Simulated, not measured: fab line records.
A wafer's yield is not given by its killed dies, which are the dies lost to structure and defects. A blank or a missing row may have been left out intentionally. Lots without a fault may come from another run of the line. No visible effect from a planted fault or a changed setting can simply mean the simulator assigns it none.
Which tool was responsible? :: flow nand-harc :: 39 wafers from 13 lots sampled at 6 of the route's 1302 steps

WHAT THE GAUGES READ, wafer by wafer
NHARC_A_ONON_D2_THK_MEAS_27: measures by ellipsometry. Usual: thk-nm 999 nm, standard deviation 8.9.
lot: L440
measured: day 12 18:48
on: film-metro-01
thk-nm (nm): 1010 1011 1011
flag: 

lot: L442
measured: day 13 16:51
on: film-metro-01
thk-nm (nm): 991 990 992
flag: 

lot: L444
measured: day 14 07:40
on: film-metro-01
thk-nm (nm): 1002 1004 1005
flag: 

lot: L449
measured: day 17 02:47
on: film-metro-01
thk-nm (nm): 1425 1428 996
flag: OFF

lot: L450
measured: day 17 16:43
on: film-metro-02
thk-nm (nm): 1429 996 996
flag: OFF

lot: L454
measured: day 19 07:38
on: film-metro-02
thk-nm (nm): 999 1000 1001
flag: 

lot: L457
measured: day 19 13:06
on: film-metro-02
thk-nm (nm): 998 997 996
flag: 

lot: L455
measured: day 19 13:08
on: film-metro-01
thk-nm (nm): 999 999 999
flag: 

lot: L458
measured: day 20 02:27
on: film-metro-02
thk-nm (nm): 997 997 997
flag: 

lot: L460
measured: day 21 08:38
on: film-metro-02
thk-nm (nm): 986 985 986
flag: 

lot: L461
measured: day 22 03:17
on: film-metro-02
thk-nm (nm): 1006 1007 1005
flag: 

lot: L462
measured: day 22 07:03
on: film-metro-01
thk-nm (nm): 1010 1009 1009
flag: 

lot: L463
measured: day 22 14:49
on: film-metro-02
thk-nm (nm): 1006 1005 1004
flag: 

NHARC_A_ONON_D2_INSPECT_32. Usual: raw-defect-count 351, standard deviation 120.
lot: L440
measured: day 12 19:54
on: defect-inspect-01
raw-defect-count: 297 249 222
flag: 

lot: L442
measured: day 13 18:11
on: defect-inspect-01
raw-defect-count: 377 458 298
flag: 

lot: L444
measured: day 14 08:46
on: defect-inspect-02
raw-defect-count: 310 322 173
flag: 

lot: L449
measured: day 17 04:01
on: defect-inspect-02
raw-defect-count: 355 320 282
flag: 

lot: L450
measured: day 17 17:49
on: defect-inspect-02
raw-defect-count: 214 243 327
flag: 

lot: L454
measured: day 19 08:45
on: defect-inspect-01
raw-defect-count: 312 288 372
flag: 

lot: L457
measured: day 19 14:12
on: defect-inspect-02
raw-defect-count: 446 368 317
flag: 

lot: L455
measured: day 19 14:23
on: defect-inspect-01
raw-defect-count: 427 367 362
flag: 

lot: L458
measured: day 20 03:42
on: defect-inspect-02
raw-defect-count: 557 496 377
flag: 

lot: L460
measured: day 21 09:45
on: defect-inspect-02
raw-defect-count: 350 309 202
flag: 

lot: L461
measured: day 22 04:25
on: defect-inspect-01
raw-defect-count: 321 321 371
flag: 

lot: L462
measured: day 22 08:10
on: defect-inspect-01
raw-defect-count: 463 372 374
flag: 

lot: L463
measured: day 22 15:54
on: defect-inspect-02
raw-defect-count: 314 240 204
flag: 

NHARC_END_SORT_01. Usual: killed-at-array 59, standard deviation 16; killed-at-other 0.8, standard deviation 1.1; killed-at-periphery 3.6, standard deviation 2.4; killed-dies 64, standard deviation 16; killed-open 3.4, standard deviation 1.8; killed-short 2.5, standard deviation 1.6.
lot: L444
measured: day 25 18:37
on: prober-01
killed-at-array: 40 43 58
killed-at-other: 3 3 2
killed-at-periphery: 4 4 5
killed-dies: 47 50 65
killed-open: 3 4 3
killed-short: 2 8 2
flag: 

lot: L449
measured: day 29 18:06
on: prober-02
killed-at-array: 668 672 52
killed-at-other: 1 3 0
killed-at-periphery: 8 2 8
killed-dies: 677 677 60
killed-open: 5 2 3
killed-short: 1 1 0
flag: OFF

lot: L450
measured: day 30 02:42
on: prober-02
killed-at-array: 673 67 61
killed-at-other: 0 0 1
killed-at-periphery: 4 3 2
killed-dies: 677 70 64
killed-open: 6 5 0
killed-short: 0 4 2
flag: OFF

lot: L457
measured: day 31 05:10
on: prober-02
killed-at-array: 47 49 46
killed-at-other: 2 6 2
killed-at-periphery: 1 3 1
killed-dies: 50 58 49
killed-open: 2 2 5
killed-short: 1 2 1
flag: 

lot: L455
measured: day 31 22:25
on: prober-01
killed-at-array: 46 51 50
killed-at-other: 1 0 0
killed-at-periphery: 2 5 3
killed-dies: 49 56 53
killed-open: 4 3 6
killed-short: 2 4 2
flag: 

lot: L458
measured: day 31 21:13
on: prober-02
killed-at-array: 61 62 48
killed-at-other: 1 0 2
killed-at-periphery: 4 6 3
killed-dies: 66 68 53
killed-open: 10 8 3
killed-short: 5 3 0
flag: 

lot: L460
measured: day 32 20:16
on: prober-01
killed-at-array: 53 62 71
killed-at-other: 0 0 0
killed-at-periphery: 3 1 0
killed-dies: 56 63 71
killed-open: 3 5 3
killed-short: 2 3 3
flag: 

lot: L461
measured: day 33 13:56
on: prober-02
killed-at-array: 50
killed-at-other: 4
killed-at-periphery: 4
killed-dies: 58
killed-open: 4
killed-short: 1
flag: 

lot: L462
measured: day 33 11:26
on: prober-01
killed-at-array: 78
killed-at-other: 0
killed-at-periphery: 1
killed-dies: 79
killed-open: 6
killed-short: 1
flag: 

lot: L463
measured: day 33 21:01
on: prober-01
killed-at-array: 28 41 29
killed-at-other: 0 1 0
killed-at-periphery: 1 3 1
killed-dies: 29 45 30
killed-open: 4 4 2
killed-short: 3 4 2
flag: 

WHAT TOOL EACH LOT RAN ON (gives the tool, then ch and the chambers of the sampled wafers, and finally the start)
lot: L440
NHARC_A_ONON_D2_DEP_25: pecvd-onon-03 ch 0, day 12 18:17
NHARC_A_ONON_D2_DEP_33: pecvd-04 ch 0,1, day 12 19:26
NHARC_A_CHANNEL_HOLE_D2_DEP_00: acl-dep-01 ch 0, day 12 21:41

lot: L442
NHARC_A_ONON_D2_DEP_25: pecvd-onon-04 ch 0, day 13 16:23
NHARC_A_ONON_D2_DEP_33: pecvd-04 ch 0,1, day 13 17:43
NHARC_A_CHANNEL_HOLE_D2_DEP_00: acl-dep-01 ch 0, day 13 20:13

lot: L444
NHARC_A_ONON_D2_DEP_25: pecvd-onon-03 ch 0, day 14 07:10
NHARC_A_ONON_D2_DEP_33: pecvd-04 ch 1,2, day 14 08:20
NHARC_A_CHANNEL_HOLE_D2_DEP_00: acl-dep-01 ch 0, day 14 11:23

lot: L449
NHARC_A_ONON_D2_DEP_25: pecvd-onon-03 ch 0, day 17 02:16
NHARC_A_ONON_D2_DEP_33: pecvd-02 ch 0,2, day 17 03:24
NHARC_A_CHANNEL_HOLE_D2_DEP_00: acl-dep-01 ch 0, day 17 08:27

lot: L450
NHARC_A_ONON_D2_DEP_25: pecvd-onon-03 ch 0, day 17 16:16
NHARC_A_ONON_D2_DEP_33: pecvd-02 ch 1,2, day 17 17:20
NHARC_A_CHANNEL_HOLE_D2_DEP_00: acl-dep-03 ch 0, day 17 19:04

lot: L454
NHARC_A_ONON_D2_DEP_25: pecvd-onon-01 ch 0, day 19 07:10
NHARC_A_ONON_D2_DEP_33: pecvd-02 ch 1,2, day 19 08:15
NHARC_A_CHANNEL_HOLE_D2_DEP_00: acl-dep-02 ch 0, day 19 09:08

lot: L457
NHARC_A_ONON_D2_DEP_25: pecvd-onon-04 ch 0, day 19 12:35
NHARC_A_ONON_D2_DEP_33: pecvd-02 ch 1,2, day 19 13:49
NHARC_A_CHANNEL_HOLE_D2_DEP_00: acl-dep-02 ch 0, day 19 16:52

lot: L455
NHARC_A_ONON_D2_DEP_25: pecvd-onon-01 ch 0, day 19 12:41
NHARC_A_ONON_D2_DEP_33: pecvd-04 ch 1,2, day 19 13:47
NHARC_A_CHANNEL_HOLE_D2_DEP_00: acl-dep-03 ch 0, day 19 17:14

lot: L458
NHARC_A_ONON_D2_DEP_25: pecvd-onon-04 ch 0, day 20 01:56
NHARC_A_ONON_D2_DEP_33: pecvd-03 ch 0,1, day 20 03:15
NHARC_A_CHANNEL_HOLE_D2_DEP_00: acl-dep-01 ch 0, day 20 05:43

lot: L460
NHARC_A_ONON_D2_DEP_25: pecvd-onon-01 ch 0, day 21 08:11
NHARC_A_ONON_D2_DEP_33: pecvd-04 ch 0,1,2, day 21 09:20
NHARC_A_CHANNEL_HOLE_D2_DEP_00: acl-dep-01 ch 0, day 21 12:36

lot: L461
NHARC_A_ONON_D2_DEP_25: pecvd-onon-01 ch 0, day 22 02:54
NHARC_A_ONON_D2_DEP_33: pecvd-04 ch 0,2, day 22 04:00
NHARC_A_CHANNEL_HOLE_D2_DEP_00: acl-dep-02 ch 0, day 22 06:54

lot: L462
NHARC_A_ONON_D2_DEP_25: pecvd-onon-04 ch 0, day 22 06:32
NHARC_A_ONON_D2_DEP_33: pecvd-02 ch 0,2, day 22 07:43
NHARC_A_CHANNEL_HOLE_D2_DEP_00: acl-dep-01 ch 0, day 22 08:37

lot: L463
NHARC_A_ONON_D2_DEP_25: pecvd-onon-04 ch 0, day 22 14:18
NHARC_A_ONON_D2_DEP_33: pecvd-04 ch 0,1,2, day 22 15:26
NHARC_A_CHANNEL_HOLE_D2_DEP_00: acl-dep-01 ch 0, day 22 17:07
- NHARC_A_ONON_D2_DEP_25: target thk 1000 nm.
- NHARC_A_ONON_D2_DEP_33: deposits SiO2, target thk 200 nm.
- NHARC_A_CHANNEL_HOLE_D2_DEP_00: deposits aC, target thk 3100 nm.

AS READ BY THE TOOLS THEMSELVES (means over the sampled wafers that have a number; for cases with no such wafer, the mark the record gives instead)
NHARC_A_ONON_D2_DEP_33. Usual: heater-power-w 589 W, standard deviation 93; throttle-valve-pct 15.9 %, standard deviation 0.47.
lot: L440
tool: pecvd-04
heater-power-w (W): 676
throttle-valve-pct (%): 15.9
flag: 

lot: L442
tool: pecvd-04
heater-power-w (W): 549
throttle-valve-pct (%): 16.0
flag: 

lot: L444
tool: pecvd-04
heater-power-w (W): 603
throttle-valve-pct (%): 15.7
flag: 

lot: L449
tool: pecvd-02
heater-power-w (W): 536
throttle-valve-pct (%): 16.1
flag: 

lot: L450
tool: pecvd-02
heater-power-w (W): 705
throttle-valve-pct (%): 16.4
flag: 

lot: L454
tool: pecvd-02
heater-power-w (W): 612
throttle-valve-pct (%): 16.1
flag: 

lot: L457
tool: pecvd-02
heater-power-w (W): 661
throttle-valve-pct (%): 16.4
flag: 

lot: L455
tool: pecvd-04
heater-power-w (W): 539
throttle-valve-pct (%): 16.2
flag: 

lot: L458
tool: pecvd-03
heater-power-w (W): 612
throttle-valve-pct (%): 15.5
flag: 

lot: L460
tool: pecvd-04
heater-power-w (W): 613
throttle-valve-pct (%): 15.6
flag: 

lot: L461
tool: pecvd-04
heater-power-w (W): 631
throttle-valve-pct (%): 15.4
flag: 

lot: L462
tool: pecvd-02
heater-power-w (W): 496
throttle-valve-pct (%): 16.2
flag: 

lot: L463
tool: pecvd-04
heater-power-w (W): 557
throttle-valve-pct (%): 15.7
flag: 

NHARC_A_CHANNEL_HOLE_D2_DEP_00. Usual: throttle-valve-pct 35.001 %, standard deviation 0.01.
lot: L440
tool: acl-dep-01
throttle-valve-pct (%): 35.009
flag: 

lot: L442
tool: acl-dep-01
throttle-valve-pct (%): 35.010
flag: 

lot: L444
tool: acl-dep-01
throttle-valve-pct (%): 34.999
flag: 

lot: L449
tool: acl-dep-01
throttle-valve-pct (%): 34.996
flag: 

lot: L450
tool: acl-dep-03
throttle-valve-pct (%): 34.983
flag: 

lot: L454
tool: acl-dep-02
throttle-valve-pct (%): 34.996
flag: 

lot: L457
tool: acl-dep-02
throttle-valve-pct (%): 35.001
flag: 

lot: L455
tool: acl-dep-03
throttle-valve-pct (%): 34.997
flag: 

lot: L458
tool: acl-dep-01
throttle-valve-pct (%): 35.007
flag: 

lot: L460
tool: acl-dep-01
throttle-valve-pct (%): 35.000
flag: 

lot: L461
tool: acl-dep-02
throttle-valve-pct (%): 34.998
flag: 

lot: L462
tool: acl-dep-01
throttle-valve-pct (%): 35.003
flag: 

lot: L463
tool: acl-dep-01
throttle-valve-pct (%): 35.002
flag: 

THE ANSWER, worked out from the rows above alone
Rule: take the mean of a lot's wafers that have a number; if it is more than 3 standard deviations from the usual mean, the lot is off. A lot without any number at a reading at which 4 lots or more have one is off too. All remaining lots with rows at the step are treated as sound. The gauges are gone through in route order, then the tools' own readings, and for those a lot's mean is taken as printed above. At the first step where some lot is off, the reading lying furthest off is the one used; lots without a number count as furthest.
Off at NHARC_A_ONON_D2_THK_MEAS_27 (thk-nm): L449, L450.
A tool fits if, at a process step before that reading, it ran every lot that is off, and no sound lot after the first of them. The gauges at NHARC_A_ONON_D2_THK_MEAS_27 aren't tried: what is off there is off at NHARC_END_SORT_01 too, on other tools, and a gauge's error can't cause that. One fits: NHARC_A_ONON_D2_DEP_25 on pecvd-onon-03. Its last sound lot is L444 (day 14 07:10), its first lot that is off L449 (day 17 02:16): a fault that began between those two fits.

WHAT THE SIMULATOR HAD PUT IN
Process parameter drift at NHARC_A_ONON_D2_DEP_25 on pecvd-onon-03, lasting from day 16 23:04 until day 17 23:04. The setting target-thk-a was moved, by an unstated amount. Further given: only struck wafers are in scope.
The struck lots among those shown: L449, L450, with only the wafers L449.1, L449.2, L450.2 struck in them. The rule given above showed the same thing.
